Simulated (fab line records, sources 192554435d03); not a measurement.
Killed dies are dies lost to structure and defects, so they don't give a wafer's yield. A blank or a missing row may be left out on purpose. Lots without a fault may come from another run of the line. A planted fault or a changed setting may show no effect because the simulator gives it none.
Which tool did it? | flow n5_finfet | 7 lots, 21 wafers sampled, at 8 steps of a route of 1938

WHAT THE GAUGES READ, wafer by wafer
N5_BEOL_M13_INSPECT_30: inspects for defects (macro). Usual: raw_defect_count 2.1, standard deviation 1.4.
lot  | measured     | on                | raw_defect_count | flag
L574 | day 11 08:47 | defect_inspect-02 | 2 3 0            |
L573 | day 11 10:07 | defect_inspect-01 | 2 0 1            |
L576 | day 12 01:33 | defect_inspect-01 | 4 1 4            |
L579 | day 12 15:49 | defect_inspect-02 | 2 1 0            |
L582 | day 13 20:07 | defect_inspect-02 | 3 2 1            |
L584 | day 13 20:37 | defect_inspect-01 | 1 2 0            |
L585 | day 14 00:29 | defect_inspect-02 | 2 2 0            |

N5_BEOL_M13_OCD_MEAS_35. Usual: trench_depth_nm 415 nm, standard deviation 6.3.
lot  | measured     | on     | trench_depth_nm (nm) | flag
L574 | day 11 09:24 | ocd-02 | 415 423 413          |
L573 | day 11 10:49 | ocd-01 | 427 420 430          |
L576 | day 12 02:28 | ocd-01 | 470 462 469          | OFF
L579 | day 12 16:25 | ocd-02 | 463 460 461          | OFF
L582 | day 13 20:43 | ocd-02 | 401 411 399          |
L584 | day 13 21:17 | ocd-01 | 419 422 414          |
L585 | day 14 01:09 | ocd-01 | 421 416 417          |

N5_BEOL_M13_THK_MEAS_50: measures by xrf. Usual: M13_THK 426 nm, standard deviation 7.6.
lot  | measured     | on            | M13_THK (nm) | flag
L574 | day 11 10:50 | film_metro-02 | 426 438 428  |
L573 | day 11 12:52 | film_metro-02 | 436 428 439  |
L576 | day 12 05:17 | film_metro-02 | 479 476 483  | OFF
L579 | day 12 20:07 | film_metro-02 | 478 474 477  | OFF
L582 | day 14 01:49 | film_metro-01 | 408 418 406  |
L584 | day 14 02:06 | film_metro-02 | 431 435 425  |
L585 | day 14 05:18 | film_metro-02 | 428 426 428  |

N5_BEOL_M13_RS_MEAS_54: measures by four-point-probe. Usual: M13_RS 0.0448 ohm/sq, standard deviation 0.00072.
lot  | measured     | on            | M13_RS (ohm/sq)      | flag
L574 | day 11 11:09 | film_metro-02 | 0.0448 0.0436 0.0447 |
L573 | day 11 12:59 | film_metro-02 | 0.0435 0.0444 0.0433 |
L576 | day 12 05:25 | film_metro-02 | 0.0394 0.0402 0.0394 | OFF
L579 | day 12 20:14 | film_metro-02 | 0.0401 0.0405 0.0402 | OFF
L582 | day 14 01:57 | film_metro-02 | 0.0465 0.0454 0.0466 |
L584 | day 14 02:14 | film_metro-01 | 0.0441 0.0438 0.0449 |
L585 | day 14 05:26 | film_metro-02 | 0.0440 0.0445 0.0443 |

N5_BEOL_M15_RC_MEAS_101. Usual: COMB_M10 1.4e-11 S/m, standard deviation 3.3e-12; COMB_M11 1.35e-11 S/m, standard deviation 2.6e-12; COMB_M12 5.9e-12 S/m, standard deviation 1.3e-12; COMB_M13 4.5e-12 S/m, standard deviation 1.2e-12; COMB_M14 3.2e-12 S/m, standard deviation 7.5e-13; COMB_M15 2.2e-12 S/m, standard deviation 6e-13; COMB_M5 3.6e-11 S/m, standard deviation 7.7e-12; COMB_M6 2.6e-11 S/m, standard deviation 4.5e-12; COMB_M7 2.5e-11 S/m, standard deviation 5.2e-12; COMB_M8 2.5e-11 S/m, standard deviation 4.9e-12; COMB_M9 1.4e-11 S/m, standard deviation 3.2e-12; SERP_M10 3.05 ohm/um, standard deviation 0.071; SERP_M11 3.06 ohm/um, standard deviation 0.095; SERP_M12 0.634 ohm/um, standard deviation 0.015; SERP_M12_max_site 0.647 ohm/um, standard deviation 0.016; SERP_M13 0.307 ohm/um, standard deviation 0.0057; SERP_M13_max_site 0.311 ohm/um, standard deviation 0.0057; SERP_M14 0.160 ohm/um, standard deviation 0.0034; SERP_M5 38.7 ohm/um, standard deviation 1.9; SERP_M6 13.5 ohm/um, standard deviation 0.55; SERP_M7 13.8 ohm/um, standard deviation 0.6; SERP_M8 13.8 ohm/um, standard deviation 0.6; SERP_M9 3.06 ohm/um, standard deviation 0.086; SERP_M9_max_site 3.15 ohm/um, standard deviation 0.091.
lot  | measured     | on        | COMB_M10 (S/m)          | COMB_M11 (S/m)             | COMB_M12 (S/m)          | COMB_M13 (S/m)          | COMB_M14 (S/m)          | COMB_M15 (S/m)          | COMB_M5 (S/m)           | COMB_M6 (S/m)           | COMB_M7 (S/m)           | COMB_M8 (S/m)           | COMB_M9 (S/m)           | SERP_M10 (ohm/um) | SERP_M11 (ohm/um) | SERP_M12 (ohm/um) | SERP_M12_max_site (ohm/um) | SERP_M13 (ohm/um) | SERP_M13_max_site (ohm/um) | SERP_M14 (ohm/um) | SERP_M5 (ohm/um) | SERP_M6 (ohm/um) | SERP_M7 (ohm/um) | SERP_M8 (ohm/um) | SERP_M9 (ohm/um) | SERP_M9_max_site (ohm/um) | flag
L574 | day 11 21:28 | prober-02 | 1.2e-11 1.9e-11 1.3e-11 | 1.97e-11 1.39e-11 1.32e-11 | 3.9e-12 5e-12 5.9e-12   | 5.1e-12 3.5e-12 3.3e-12 | 3.9e-12 2.7e-12 2e-12   | 1.6e-12 1.4e-12 2.2e-12 | 4e-11 3e-11 4.3e-11     | 3.1e-11 2.8e-11 2.4e-11 | 3.5e-11 2.8e-11 3.2e-11 | 2.8e-11 2.1e-11 2.6e-11 | 1.8e-11 1.2e-11 2.1e-11 | 2.93 3.01 2.99    | 3.00 3.16 3.08    | 0.626 0.654 0.623 | 0.647 0.666 0.631          | 0.308 0.299 0.308 | 0.311 0.303 0.310          | 0.154 0.159 0.159 | 40.1 36.8 37.3   | 13.0 13.8 13.0   | 12.9 14.2 13.7   | 14.4 13.6 13.9   | 3.15 3.10 3.04   | 3.20 3.18 3.16            |
L573 | day 12 04:41 | prober-02 | 9e-12 1.6e-11 9e-12     | 1.14e-11 1.78e-11 1.39e-11 | 5.8e-12 4.7e-12 5.1e-12 | 3.7e-12 2.5e-12 5.1e-12 | 2.6e-12 1.5e-12 2e-12   | 3.3e-12 2.5e-12 2.7e-12 | 2.6e-11 3e-11 3.3e-11   | 2.8e-11 3.2e-11 3.1e-11 | 2.3e-11 2.2e-11 1.8e-11 | 2.6e-11 2.8e-11 2.1e-11 | 1.3e-11 1.2e-11 1.5e-11 | 3.11 3.15 2.98    | 2.94 2.93 2.99    | 0.607 0.666 0.626 | 0.614 0.681 0.645          | 0.299 0.304 0.299 | 0.302 0.307 0.306          | 0.159 0.154 0.165 | 42.5 41.1 39.8   | 12.7 14.1 12.5   | 14.1 14.3 13.6   | 13.1 13.2 12.9   | 3.08 3.25 3.12   | 3.15 3.37 3.17            |
L576 | day 12 18:50 | prober-01 | 1.2e-11 1.9e-11 1.1e-11 | 9.5e-12 1.09e-11 1.66e-11  | 3.6e-12 4.6e-12 6.4e-12 | 4e-12 5.6e-12 4.1e-12   | 2.1e-12 3.6e-12 2.3e-12 | 2.8e-12 2.8e-12 2.3e-12 | 1.7e-11 2.4e-11 2.5e-11 | 2.3e-11 2.3e-11 2.5e-11 | 1.7e-11 2.4e-11 1.7e-11 | 2.5e-11 2.4e-11 2.7e-11 | 1.5e-11 1.2e-11 1.5e-11 | 3.11 3.01 3.10    | 2.95 3.16 3.11    | 0.639 0.659 0.630 | 0.657 0.675 0.640          | 0.275 0.279 0.273 | 0.279 0.280 0.276          | 0.159 0.163 0.162 | 38.1 36.5 36.5   | 13.6 13.5 13.5   | 13.7 13.6 13.0   | 13.7 14.1 13.7   | 3.10 2.97 3.00   | 3.25 3.06 3.09            | OFF
L579 | day 13 08:59 | prober-02 | 1.3e-11 1.4e-11 1.5e-11 | 1.4e-11 1.26e-11 1.22e-11  | 4.1e-12 7e-12 5e-12     | 3.1e-12 3.6e-12 3.1e-12 | 2.9e-12 3.5e-12 4e-12   | 1.1e-12 1.5e-12 1.9e-12 | 4.2e-11 5.4e-11 5.2e-11 | 2.6e-11 2.3e-11 2.1e-11 | 2.2e-11 2.1e-11 2.7e-11 | 1.8e-11 1.5e-11 2e-11   | 1.4e-11 1.5e-11 1e-11   | 2.94 2.95 3.03    | 2.99 3.10 3.02    | 0.655 0.618 0.604 | 0.667 0.636 0.619          | 0.272 0.279 0.279 | 0.275 0.284 0.279          | 0.161 0.160 0.153 | 39.0 40.3 41.6   | 12.9 13.0 12.2   | 14.4 14.6 14.3   | 13.0 14.0 13.8   | 2.93 2.95 2.98   | 3.14 3.12 3.03            | OFF
L582 | day 14 11:29 | prober-02 | 1.3e-11 1.3e-11 1.1e-11 | 1.34e-11 1.59e-11 1.43e-11 | 5.6e-12 5.8e-12 5.8e-12 | 4.5e-12 3.2e-12 3.8e-12 | 3.2e-12 3.2e-12 3.5e-12 | 1.6e-12 1.7e-12 1.5e-12 | 4.2e-11 3.8e-11 3.7e-11 | 2.4e-11 2e-11 2.1e-11   | 2.3e-11 2.4e-11 3.1e-11 | 2.5e-11 2.6e-11 2.8e-11 | 1.2e-11 1.3e-11 1.6e-11 | 3.01 3.03 3.05    | 3.02 3.12 3.25    | 0.629 0.634 0.632 | 0.646 0.644 0.641          | 0.322 0.313 0.322 | 0.324 0.317 0.325          | 0.164 0.161 0.162 | 38.0 37.3 38.7   | 13.4 13.5 13.4   | 13.8 13.6 13.9   | 13.3 14.0 13.9   | 3.00 2.98 2.93   | 3.14 3.02 2.96            |
L584 | day 14 12:52 | prober-01 | 1.5e-11 1.6e-11 1.8e-11 | 9.7e-12 1.3e-11 1.13e-11   | 7.4e-12 5.2e-12 5.9e-12 | 3.3e-12 3.5e-12 3.4e-12 | 3.3e-12 2.6e-12 4.2e-12 | 1.5e-12 2.2e-12 2.4e-12 | 4.5e-11 4.6e-11 3.9e-11 | 2.1e-11 2.2e-11 2.5e-11 | 2.3e-11 2e-11 2.6e-11   | 2.4e-11 2.7e-11 2.4e-11 | 8e-12 1.3e-11 1.2e-11   | 3.00 2.99 3.16    | 3.16 3.01 3.30    | 0.647 0.635 0.612 | 0.659 0.643 0.620          | 0.302 0.305 0.312 | 0.307 0.308 0.315          | 0.161 0.158 0.166 | 36.7 36.5 38.4   | 12.7 13.4 13.4   | 13.9 14.2 13.8   | 12.6 13.2 13.5   | 3.07 2.98 3.11   | 3.23 3.03 3.20            |
L585 | day 14 17:42 | prober-02 | 1.5e-11 1.1e-11 1.4e-11 | 1.77e-11 1.54e-11 1.36e-11 | 4e-12 5.5e-12 4.3e-12   | 3.9e-12 3.5e-12 4.4e-12 | 4.4e-12 3.5e-12 4.3e-12 | 1.3e-12 2.1e-12 2.4e-12 | 1.7e-11 2.3e-11 4e-11   | 1.9e-11 2.8e-11 2.3e-11 | 2.1e-11 2.5e-11 1.8e-11 | 1.6e-11 2.2e-11 2e-11   | 1.8e-11 1.3e-11 1.1e-11 | 3.20 3.04 3.15    | 2.97 3.03 3.08    | 0.622 0.616 0.613 | 0.644 0.627 0.629          | 0.298 0.313 0.306 | 0.302 0.318 0.310          | 0.161 0.157 0.160 | 35.8 39.6 37.1   | 12.9 14.1 13.3   | 13.5 13.9 13.7   | 13.5 13.5 13.6   | 3.06 2.98 3.06   | 3.11 3.08 3.12            |

WHICH TOOL RAN EACH LOT (tool, then ch and the chambers of the sampled wafers, then the start)
lot  | N5_BEOL_M12_DEP_53              | N5_BEOL_M13_VIA_ETCH_16            | N5_BEOL_M13_TRENCH_ETCH_34
L574 | pecvd-04 ch 0,1, day 11 06:35   | rie_diel-03 ch 1,3, day 11 07:29   | rie_diel-05 ch 2,3, day 11 09:13
L573 | pecvd-01 ch 1,2, day 11 08:25   | rie_diel-03 ch 0,1,3, day 11 09:12 | rie_diel-05 ch 1,2, day 11 10:38
L576 | pecvd-04 ch 0,1, day 11 23:51   | rie_diel-03 ch 1,2,3, day 12 00:43 | rie_diel-05 ch 1,2,3, day 12 02:17
L579 | pecvd-02 ch 1,2, day 12 12:17   | rie_diel-06 ch 1,2,3, day 12 14:52 | rie_diel-05 ch 0,3, day 12 16:15
L582 | pecvd-02 ch 0,1, day 13 18:31   | rie_diel-03 ch 0,1, day 13 19:17   | rie_diel-06 ch 0,1, day 13 20:33
L584 | pecvd-02 ch 0,1,2, day 13 18:49 | rie_diel-05 ch 0,1,3, day 13 19:40 | rie_diel-06 ch 2,3, day 13 21:06
L585 | pecvd-01 ch 0,1, day 13 22:47   | rie_diel-06 ch 0,3, day 13 23:32   | rie_diel-03 ch 1,2, day 14 00:58
- N5_BEOL_M12_DEP_53: deposits SiCN from 3MS/NH3, target thk 30 nm, time 10.5 s.
- N5_BEOL_M13_VIA_ETCH_16: etches SiOC in C4F8/O2/Ar, target depth 921.7 nm.
- N5_BEOL_M13_TRENCH_ETCH_34: etches SiOC in C4F8/O2/Ar, target depth 413.47 nm, time 162.6 s.

WHAT THE TOOLS THEMSELVES READ (means of the sampled wafers that have a number; where no wafer has one, the mark that the record gives instead)
N5_BEOL_M12_DEP_53. Usual: chamber_pressure_Torr 3.000 Torr, standard deviation 0.0061; showerhead_plenum_p_Torr 4.148 Torr, standard deviation 0.014; throttle_valve_pct 17.8 %, standard deviation 1.
lot  | tool     | chamber_pressure_Torr (Torr) | showerhead_plenum_p_Torr (Torr) | throttle_valve_pct (%) | flag
L574 | pecvd-04 | 2.997                        | 4.143                           | 18.6                   |
L573 | pecvd-01 | 3.002                        | 4.165                           | 17.7                   |
L576 | pecvd-04 | 3.004                        | 4.149                           | 18.5                   |
L579 | pecvd-02 | 2.994                        | 4.132                           | 18.0                   |
L582 | pecvd-02 | 3.005                        | 4.140                           | 18.2                   |
L584 | pecvd-02 | 3.002                        | 4.142                           | 17.4                   |
L585 | pecvd-01 | 3.003                        | 4.147                           | 17.6                   |

N5_BEOL_M13_VIA_ETCH_16. Usual: drypump_motor_current_A 5.7 A, standard deviation 0.31; oes_product_au 0.68 a.u., standard deviation 0.072; rf_vpp_V 665 V, standard deviation 3.2; showerhead_plenum_p_Torr 3.41 Torr, standard deviation 0.11; throttle_valve_pct 24.28 %, standard deviation 0.22.
lot  | tool        | drypump_motor_current_A (A) | oes_product_au (a.u.) | rf_vpp_V (V) | showerhead_plenum_p_Torr (Torr) | throttle_valve_pct (%) | flag
L574 | rie_diel-03 | 5.9                         | 0.64                  | 661          | 3.31                            | 24.39                  |
L573 | rie_diel-03 | 5.6                         | 0.64                  | 663          | 3.35                            | 24.38                  |
L576 | rie_diel-03 | 5.7                         | 0.69                  | 665          | 3.43                            | 24.31                  |
L579 | rie_diel-06 | 5.8                         | 0.68                  | 666          | 3.45                            | 24.26                  |
L582 | rie_diel-03 | 5.7                         | 0.62                  | 664          | 3.32                            | 24.38                  |
L584 | rie_diel-05 | 5.9                         | 0.68                  | 666          | 3.41                            | 24.20                  |
L585 | rie_diel-06 | 5.8                         | 0.72                  | 666          | 3.44                            | 24.49                  |

N5_BEOL_M13_TRENCH_ETCH_34. Usual: drypump_motor_current_A 5.75 A, standard deviation 0.26; oes_product_au 0.76 a.u., standard deviation 0.077; rf_vpp_V 665 V, standard deviation 3.3; showerhead_plenum_p_Torr 3.41 Torr, standard deviation 0.11; throttle_valve_pct 24.25 %, standard deviation 0.25.
lot  | tool        | drypump_motor_current_A (A) | oes_product_au (a.u.) | rf_vpp_V (V) | showerhead_plenum_p_Torr (Torr) | throttle_valve_pct (%) | flag
L574 | rie_diel-05 | 5.95                        | 0.86                  | 669          | 3.56                            | 24.27                  |
L573 | rie_diel-05 | 5.63                        | 0.81                  | 666          | 3.43                            | 23.96                  |
L576 | rie_diel-05 | 5.82                        | 0.81                  | 668          | 3.48                            | 24.07                  |
L579 | rie_diel-05 | 5.94                        | 0.78                  | 665          | 3.38                            | 24.43                  |
L582 | rie_diel-06 | 5.87                        | 0.70                  | 666          | 3.48                            | 24.35                  |
L584 | rie_diel-06 | 5.71                        | 0.79                  | 665          | 3.42                            | 24.34                  |
L585 | rie_diel-03 | 5.99                        | 0.75                  | 664          | 3.37                            | 24.33                  |

THE ANSWER, worked out from the rows above alone
Rule: a lot is off if the mean of its wafers that have a number lies more than 3 standard deviations from the usual mean. A lot without any number at a reading at which 4 lots or more have one is off too. The other lots that the step has rows for count as sound. The gauges are gone through in route order, then the tools' own readings, and for those a lot's mean is taken as printed above. The first step at which some lot is off is used, and at that step the reading that is off furthest; a lot without a number counts as furthest.
Off: L576, L579, at N5_BEOL_M13_OCD_MEAS_35 (trench_depth_nm).
A tool fits if, at a process step before that reading, it ran every lot that is off, and no sound lot after the first of them. The gauges at N5_BEOL_M13_OCD_MEAS_35 aren't tried: what is off there is off at N5_BEOL_M13_THK_MEAS_50 too, on other tools, and a gauge's error can't cause that. One fits: rie_diel-05 at N5_BEOL_M13_TRENCH_ETCH_34. Its last sound lot is L573 (day 11 10:38), its first lot that is off L576 (day 12 02:17): a fault that began between those two fits.

WHAT THE SIMULATOR HAD PUT IN
Process parameter drift: rie_diel-05, from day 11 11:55 on, at N5_BEOL_M13_TRENCH_ETCH_34. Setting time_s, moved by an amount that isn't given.
Lots struck among those shown: L576, L579. The rule above found the same.
